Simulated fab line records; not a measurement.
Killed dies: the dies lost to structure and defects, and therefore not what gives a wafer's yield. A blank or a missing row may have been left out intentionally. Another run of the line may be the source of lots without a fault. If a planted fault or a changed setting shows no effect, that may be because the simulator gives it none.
Which tool was responsible? / flow nandHarc / 13 lots with 39 wafers sampled at 5 steps, on a route of 1302 steps

## WHAT EACH GAUGE READ, for each wafer
NHARC_END_SORT_01.
lot=L582; measured=day 31 19:50; on=prober-01; killedAtArray=76 79 64; killedAtOther=0 4 1; killedAtPeriphery=2 3 4; killedDies=78 86 69; killedOpen=1 7 5; killedShort=5 3 2

## EACH LOT AND THE TOOL THAT RAN IT (in order: tool; ch and the chambers of the sampled wafers; start)
lot=L566; NHARC_A_WL_FILL_RTA_01=rtpAnneal-02 ch 0, day 20 20:43; NHARC_A_WL_FILL_ALD_10=aldHk-03 ch 2,3, day 21 03:25; NHARC_A_WL_FILL_ETCHBACK_26=rieSi-05 ch 1,2,3, day 21 13:28; NHARC_A_CONTACT_DEP_24=pecvd-02 ch 0,1,2, day 21 14:40
lot=L568; NHARC_A_WL_FILL_RTA_01=rtpAnneal-01 ch 0, day 21 03:07; NHARC_A_WL_FILL_ALD_10=aldHk-03 ch 0,1, day 21 14:23; NHARC_A_WL_FILL_ETCHBACK_26=rieSi-04 ch 2,3, day 22 00:15; NHARC_A_CONTACT_DEP_24=pecvd-02 ch 0,2, day 22 01:50
lot=L569; NHARC_A_WL_FILL_RTA_01=rtpAnneal-02 ch 0, day 22 18:15; NHARC_A_WL_FILL_ALD_10=aldHk-03 ch 0,1,3, day 23 01:42; NHARC_A_WL_FILL_ETCHBACK_26=rieSi-05 ch 1,2,3, day 23 10:44; NHARC_A_CONTACT_DEP_24=pecvd-04 ch 1,2, day 23 11:57
lot=L573; NHARC_A_WL_FILL_RTA_01=rtpAnneal-02 ch 0, day 23 14:53; NHARC_A_WL_FILL_ALD_10=aldHk-01 ch 0,2,3, day 23 21:34; NHARC_A_WL_FILL_ETCHBACK_26=rieSi-04 ch 0,1,3, day 24 07:36; NHARC_A_CONTACT_DEP_24=pecvd-02 ch 0,2, day 24 08:55
lot=L572; NHARC_A_WL_FILL_RTA_01=rtpAnneal-01 ch 0, day 24 04:39; NHARC_A_WL_FILL_ALD_10=aldHk-03 ch 0,1,2, day 24 12:11; NHARC_A_WL_FILL_ETCHBACK_26=rieSi-01 ch 1,2,3, day 24 22:17; NHARC_A_CONTACT_DEP_24=pecvd-04 ch 0,1, day 24 23:45
lot=L577; NHARC_A_WL_FILL_RTA_01=rtpAnneal-01 ch 0, day 25 00:26; NHARC_A_WL_FILL_ALD_10=aldHk-04 ch 1,2,3, day 25 08:02; NHARC_A_WL_FILL_ETCHBACK_26=rieSi-01 ch 1,2,3, day 25 16:58; NHARC_A_CONTACT_DEP_24=pecvd-01 ch 0,1,2, day 25 18:20
lot=L582; NHARC_A_WL_FILL_RTA_01=rtpAnneal-02 ch 0, day 27 09:56; NHARC_A_WL_FILL_ALD_10=aldHk-03 ch 1,2,3, day 27 19:47; NHARC_A_WL_FILL_ETCHBACK_26=rieSi-04 ch 0,2,3, day 28 05:49; NHARC_A_CONTACT_DEP_24=pecvd-02 ch 0,1,2, day 28 07:04
lot=L584; NHARC_A_WL_FILL_RTA_01=rtpAnneal-01 ch 0, day 28 02:56; NHARC_A_WL_FILL_ALD_10=aldHk-03 ch 0,1, day 28 09:43; NHARC_A_WL_FILL_ETCHBACK_26=rieSi-01 ch 0,1,3, day 28 19:20; NHARC_A_CONTACT_DEP_24=pecvd-01 ch 0,1, day 28 20:30
lot=L583; NHARC_A_WL_FILL_RTA_01=rtpAnneal-02 ch 0, day 28 02:56; NHARC_A_WL_FILL_ALD_10=aldHk-04 ch 0,1,2, day 28 10:07; NHARC_A_WL_FILL_ETCHBACK_26=rieSi-04 ch 0,1,3, day 28 19:19; NHARC_A_CONTACT_DEP_24=pecvd-04 ch 0,1,2, day 28 20:35
lot=L585; NHARC_A_WL_FILL_RTA_01=rtpAnneal-02 ch 0, day 28 08:05; NHARC_A_WL_FILL_ALD_10=aldHk-04 ch 0,3, day 28 16:03; NHARC_A_WL_FILL_ETCHBACK_26=rieSi-01 ch 1,2, day 29 02:05; NHARC_A_CONTACT_DEP_24=pecvd-04 ch 0,1,2, day 29 03:23
lot=L587; NHARC_A_WL_FILL_RTA_01=rtpAnneal-02 ch 0, day 29 05:51; NHARC_A_WL_FILL_ALD_10=aldHk-03 ch 0,1, day 29 12:39; NHARC_A_WL_FILL_ETCHBACK_26=rieSi-01 ch 0,2, day 29 22:38; NHARC_A_CONTACT_DEP_24=pecvd-04 ch 0,1, day 29 23:58
lot=L588; NHARC_A_WL_FILL_RTA_01=rtpAnneal-01 ch 0, day 29 06:01; NHARC_A_WL_FILL_ALD_10=aldHk-04 ch 1,2,3, day 29 13:10; NHARC_A_WL_FILL_ETCHBACK_26=rieSi-05 ch 1,2,3, day 29 22:38; NHARC_A_CONTACT_DEP_24=pecvd-01 ch 0,1,2, day 29 23:51
lot=L586; NHARC_A_WL_FILL_RTA_01=rtpAnneal-01 ch 0, day 29 09:41; NHARC_A_WL_FILL_ALD_10=aldHk-01 ch 0,3, day 29 16:28; NHARC_A_WL_FILL_ETCHBACK_26=rieSi-05 ch 1,2,3, day 30 02:29; NHARC_A_CONTACT_DEP_24=pecvd-02 ch 0,1, day 30 03:47
- NHARC_A_WL_FILL_RTA_01: time 5 s.
- NHARC_A_WL_FILL_ALD_10: deposits SiO2, target thk 50 nm, pulse time 10 s, ald cycles 500.
- NHARC_A_WL_FILL_ETCHBACK_26: etches the open film in HBr, target depth 52 nm, time 13.3 s.
- NHARC_A_CONTACT_DEP_24: deposits SiO2, target thk 500 nm.

## WHAT THE TOOLS THEMSELVES READ (means of the sampled wafers that have a number; where no wafer has one, the mark that the record gives instead)
NHARC_A_WL_FILL_RTA_01.
lot=L566; tool=rtpAnneal-02; lampPowerPct (%)=29.1; lamp_zone_7_pct (%)=29.5; wafer_temp_C_max=1002.6
lot=L568; tool=rtpAnneal-01; lampPowerPct (%)=32.6; lamp_zone_7_pct (%)=33.1; wafer_temp_C_max=1004.6
lot=L569; tool=rtpAnneal-02; lampPowerPct (%)=29.1; lamp_zone_7_pct (%)=29.5; wafer_temp_C_max=1002.7
lot=L573; tool=rtpAnneal-02; lampPowerPct (%)=29.1; lamp_zone_7_pct (%)=29.5; wafer_temp_C_max=1003.0
lot=L572; tool=rtpAnneal-01; lampPowerPct (%)=32.6; lamp_zone_7_pct (%)=33.1; wafer_temp_C_max=1004.8
lot=L577; tool=rtpAnneal-01; lampPowerPct (%)=32.6; lamp_zone_7_pct (%)=33.1; wafer_temp_C_max=1004.3
lot=L582; tool=rtpAnneal-02; lampPowerPct (%)=29.1; lamp_zone_7_pct (%)=29.6; wafer_temp_C_max=1002.5
lot=L584; tool=rtpAnneal-01; lampPowerPct (%)=32.6; lamp_zone_7_pct (%)=33.1; wafer_temp_C_max=1003.7
lot=L583; tool=rtpAnneal-02; lampPowerPct (%)=29.0; lamp_zone_7_pct (%)=29.5; wafer_temp_C_max=1002.8
lot=L585; tool=rtpAnneal-02; lampPowerPct (%)=29.1; lamp_zone_7_pct (%)=29.6; wafer_temp_C_max=1002.8
lot=L587; tool=rtpAnneal-02; lampPowerPct (%)=29.1; lamp_zone_7_pct (%)=29.5; wafer_temp_C_max=1004.0
lot=L588; tool=rtpAnneal-01; lampPowerPct (%)=32.6; lamp_zone_7_pct (%)=33.1; wafer_temp_C_max=1003.8
lot=L586; tool=rtpAnneal-01; lampPowerPct (%)=32.6; lamp_zone_7_pct (%)=33.1; wafer_temp_C_max=1003.9

NHARC_A_WL_FILL_ALD_10.
lot=L566; tool=aldHk-03; heaterPowerW (W)=525; precursorPulseHeightRel=1.008
lot=L568; tool=aldHk-03; heaterPowerW (W)=461; precursorPulseHeightRel=0.995
lot=L569; tool=aldHk-03; heaterPowerW (W)=507; precursorPulseHeightRel=0.998
lot=L573; tool=aldHk-01; heaterPowerW (W)=509; precursorPulseHeightRel=1.011
lot=L572; tool=aldHk-03; heaterPowerW (W)=445; precursorPulseHeightRel=0.991
lot=L577; tool=aldHk-04; heaterPowerW (W)=417; precursorPulseHeightRel=1.014
lot=L582; tool=aldHk-03; heaterPowerW (W)=492; precursorPulseHeightRel=0.990
lot=L584; tool=aldHk-03; heaterPowerW (W)=494; precursorPulseHeightRel=0.982
lot=L583; tool=aldHk-04; heaterPowerW (W)=419; precursorPulseHeightRel=0.990
lot=L585; tool=aldHk-04; heaterPowerW (W)=439; precursorPulseHeightRel=0.998
lot=L587; tool=aldHk-03; heaterPowerW (W)=479; precursorPulseHeightRel=0.998
lot=L588; tool=aldHk-04; heaterPowerW (W)=413; precursorPulseHeightRel=1.011
lot=L586; tool=aldHk-01; heaterPowerW (W)=479; precursorPulseHeightRel=1.008

NHARC_A_WL_FILL_ETCHBACK_26.
lot=L566; tool=rieSi-05; drypumpMotorCurrentA (A)=5.4; oesProductAu (a.u.)=0.992; runLengthS (s)=34.3; throttleValvePct (%)=23.272
lot=L568; tool=rieSi-04; drypumpMotorCurrentA (A)=6.2; oesProductAu (a.u.)=0.996; runLengthS (s)=34.6; throttleValvePct (%)=23.269
lot=L569; tool=rieSi-05; drypumpMotorCurrentA (A)=5.4; oesProductAu (a.u.)=0.995; runLengthS (s)=34.0; throttleValvePct (%)=23.257
lot=L573; tool=rieSi-04; drypumpMotorCurrentA (A)=6.1; oesProductAu (a.u.)=0.995; runLengthS (s)=34.6; throttleValvePct (%)=23.263
lot=L572; tool=rieSi-01; drypumpMotorCurrentA (A)=5.6; oesProductAu (a.u.)=1.013; runLengthS (s)=34.1; throttleValvePct (%)=23.268
lot=L577; tool=rieSi-01; drypumpMotorCurrentA (A)=5.6; oesProductAu (a.u.)=1.000; runLengthS (s)=34.1; throttleValvePct (%)=23.270
lot=L582; tool=rieSi-04; drypumpMotorCurrentA (A)=5.9; oesProductAu (a.u.)=0.996; runLengthS (s)=33.4; throttleValvePct (%)=23.256
lot=L584; tool=rieSi-01; drypumpMotorCurrentA (A)=5.8; oesProductAu (a.u.)=0.996; runLengthS (s)=34.1; throttleValvePct (%)=23.277
lot=L583; tool=rieSi-04; drypumpMotorCurrentA (A)=6.1; oesProductAu (a.u.)=1.008; runLengthS (s)=33.2; throttleValvePct (%)=23.280
lot=L585; tool=rieSi-01; drypumpMotorCurrentA (A)=5.3; oesProductAu (a.u.)=1.004; runLengthS (s)=33.9; throttleValvePct (%)=23.266
lot=L587; tool=rieSi-01; drypumpMotorCurrentA (A)=5.9; oesProductAu (a.u.)=1.011; runLengthS (s)=34.1; throttleValvePct (%)=23.272
lot=L588; tool=rieSi-05; drypumpMotorCurrentA (A)=5.4; oesProductAu (a.u.)=0.988; runLengthS (s)=34.6; throttleValvePct (%)=23.265
lot=L586; tool=rieSi-05; drypumpMotorCurrentA (A)=5.4; oesProductAu (a.u.)=0.983; runLengthS (s)=34.2; throttleValvePct (%)=23.274

NHARC_A_CONTACT_DEP_24.
lot=L566; tool=pecvd-02; heaterPowerW (W)=558; throttleValvePct (%)=16.1
lot=L568; tool=pecvd-02; heaterPowerW (W)=523; throttleValvePct (%)=16.0
lot=L569; tool=pecvd-04; heaterPowerW (W)=577; throttleValvePct (%)=16.1
lot=L573; tool=pecvd-02; heaterPowerW (W)=495; throttleValvePct (%)=15.7
lot=L572; tool=pecvd-04; heaterPowerW (W)=464; throttleValvePct (%)=15.8
lot=L577; tool=pecvd-01; heaterPowerW (W)=531; throttleValvePct (%)=16.2
lot=L582; tool=pecvd-02; heaterPowerW (W)=582; throttleValvePct (%)=16.1
lot=L584; tool=pecvd-01; heaterPowerW (W)=565; throttleValvePct (%)=15.9
lot=L583; tool=pecvd-04; heaterPowerW (W)=545; throttleValvePct (%)=15.7
lot=L585; tool=pecvd-04; heaterPowerW (W)=568; throttleValvePct (%)=15.8
lot=L587; tool=pecvd-04; heaterPowerW (W)=566; throttleValvePct (%)=15.9
lot=L588; tool=pecvd-01; heaterPowerW (W)=555; throttleValvePct (%)=15.9
lot=L586; tool=pecvd-02; heaterPowerW (W)=571; throttleValvePct (%)=16.4

## THE ANSWER, worked out from the rows above alone
Rule: the lots themselves supply what counts as usual. Put in order of their means at a reading, lots are off if they are a third of the lots or fewer, leave a main group of 4 or more, and stand apart from it by a gap of 3 or more times the standard deviation of the main group's means; of several such gaps the widest counts. If all means in a main group match to the digits the tables above print for the reading, that group is not used. A lot without any number at a reading at which 4 lots or more have one is off too. The other lots that the step has rows for count as sound. First the gauges in route order, then the tools' own readings, where a lot's mean is used as printed above. At the first step where some lot is off, the reading lying furthest off is the one used; lots without a number count as furthest.
No lot is off on any of the readings shown, so nothing can be concluded from this.

## WHAT WAS PUT IN BY THE SIMULATOR
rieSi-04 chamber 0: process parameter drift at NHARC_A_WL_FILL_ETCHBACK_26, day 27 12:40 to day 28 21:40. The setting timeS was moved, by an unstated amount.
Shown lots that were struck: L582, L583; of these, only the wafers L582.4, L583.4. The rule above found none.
